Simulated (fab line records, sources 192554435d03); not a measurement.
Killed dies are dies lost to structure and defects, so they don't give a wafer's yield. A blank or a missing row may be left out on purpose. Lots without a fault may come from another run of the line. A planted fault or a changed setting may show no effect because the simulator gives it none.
Split-lot experiment | flow n5_finfet | 7 lots, 21 wafers read, on a route of 1938 steps

THE SPLIT
At N5_BEOL_M5_TRENCH_ETCH_37 (etches SiCOH lowk in C4F6/O2, target depth 71.652 nm, time 24.7 s), the setting time_s was moved away from the recipe's 24.7 s on 3 of the 21 wafers read, by +8.5% to +22.1%. The other wafers ran this setting at the recipe's value.

FROM THE SPLIT TO THE READING: what the file shows between them, 11 steps
- N5_BEOL_M5_ETCH_41: etches SiCN in CH3F/O2, target depth 31.5 nm, time 56.7 s
- N5_BEOL_M5_STRIP_91: strips in N2/H2, time 10 s
- N5_BEOL_M5_OCD_MEAS_38
- N5_BEOL_M5_HM_STRIP_39: strips TiN in peroxide tin strip, target depth 25 nm, time 158 s
- N5_BEOL_M5_SRD_40: time 30 s
- N5_BEOL_M5_ECD_50: material Cu, target thk 300 nm
- N5_BEOL_M5_ANNEAL_51: time 90 s
- N5_BEOL_M5_CMP_52: polishes, stops on SiCOH lowk, t overpolish 6.9 s, target thk 62 nm
- N5_BEOL_M5_PRE_CLEAN_77: time 15 s
- N5_BEOL_M5_PRE_CLEAN_55: time 15 s
- N5_BEOL_M5_DEP_56: deposits SiCN from 3MS/NH3, target thk 8 nm, time 14 s

THE READING
M5_RS, in ohm/sq, at N5_BEOL_M5_RS_MEAS_57 (measures by four-point-probe). Fault-free wafers of this fab line usually give 0.387 ohm/sq, standard deviation 0.014 ohm/sq.

wafer  | tool, chamber at the split | time_s as run, s | against the recipe | M5_RS, ohm/sq | against lot-mates on the recipe
L081.1 | rie_diel-02, 1             | 24.7             | recipe             | 0.385         | -
L081.2 | rie_diel-02, 0             | 24.7             | recipe             | 0.388         | -
L081.3 | rie_diel-02, 2             | 26.81            | +8.5%              | 0.363         | -0.024
L082.2 | rie_diel-06, 2             | 24.7             | recipe             | 0.373         | -
L082.4 | rie_diel-06, 0             | 24.7             | recipe             | 0.376         | -
L082.6 | rie_diel-06, 2             | 24.7             | recipe             | 0.368         | -
L084.2 | rie_diel-01, 3             | 29.92            | +21.1%             | 0.293         | -0.091
L084.3 | rie_diel-01, 2             | 24.7             | recipe             | 0.385         | -
L084.6 | rie_diel-01, 0             | 24.7             | recipe             | 0.383         | -
L087.1 | rie_diel-02, 1             | 30.15            | +22.1%             | 0.287         | -0.097
L087.2 | rie_diel-02, 0             | 24.7             | recipe             | 0.370         | -
L087.3 | rie_diel-02, 2             | 24.7             | recipe             | 0.397         | -
L090.2 | rie_diel-02, 1             | 24.7             | recipe             | 0.382         | -
L090.3 | rie_diel-02, 2             | 24.7             | recipe             | 0.376         | -
L090.5 | rie_diel-02, 0             | 24.7             | recipe             | 0.379         | -
L092.2 | rie_diel-02, 0             | 24.7             | recipe             | 0.369         | -
L092.4 | rie_diel-02, 3             | 24.7             | recipe             | 0.389         | -
L092.6 | rie_diel-02, 0             | 24.7             | recipe             | 0.363         | -
L091.2 | rie_diel-06, 0             | 24.7             | recipe             | 0.388         | -
L091.3 | rie_diel-06, 2             | 24.7             | recipe             | 0.393         | -
L091.6 | rie_diel-06, 2             | 24.7             | recipe             | 0.407         | -

THE FIT
A straight line over all 21 wafers: M5_RS changes by -0.00413 ohm/sq for each +1% of time_s; r = -0.93; the points scatter about the line by 0.011 ohm/sq.
The same after taking each lot's own level away (the mean of its wafers on the recipe; 21 wafers): -0.00425 ohm/sq for each +1%; r = -0.97; scatter 0.0078 ohm/sq.
On that fit, the largest move of time_s shifts the reading by 0.094 ohm/sq.
The lots' own levels span 0.3723 to 0.3960 ohm/sq, that is 1.7 times the standard deviation above.
So the lot-to-lot level changes the slope little: the two slopes agree.
Check: with one of the wafers moved furthest among these (+22.1%) left out of the fit, the line predicts -0.0903 ohm/sq for it against its lot-mates. It came out at -0.0965 ohm/sq against them.

THE WHOLE CHAIN: every reading that the file lists as answering this split, in the file's order
step                      | what it does                                                        | reading                                                                      | change (the file's fit)               | r (the file's)
N5_BEOL_M5_TRENCH_ETCH_37 | etches SiCOH lowk in C4F6/O2, target depth 71.652 nm, time 24.7 s   | BEOL_M5.feature_depth_nm (the simulator's own value, which no gauge read)    | +0.728 nm for each +1% of the setting | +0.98
N5_BEOL_M5_TRENCH_ETCH_37 | etches SiCOH lowk in C4F6/O2, target depth 71.652 nm, time 24.7 s   | etch.depth_nm (the simulator's own value, which no gauge read)               | +0.73 nm for each +1% of the setting  | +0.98
N5_BEOL_M5_OCD_MEAS_38    |                                                                     | trench_depth_nm                                                              | +0.718 nm for each +1% of the setting | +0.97
N5_BEOL_M5_CMP_52         | polishes, stops on SiCOH lowk, t overpolish 6.9 s, target thk 62 nm | Cu_of_BEOL_M5_ECD_50.thk_nm (the simulator's own value, which no gauge read) | +0.732 nm for each +1% of the setting | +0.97
N5_BEOL_M5_RS_MEAS_57     | measures by four-point-probe                                        | M5_RS                                                                        | -0.00423 for each +1% of the setting  | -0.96

THE FILE'S OWN FIT
M5_RS changes by -0.00423 ohm/sq for each +1% of time_s, r = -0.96.
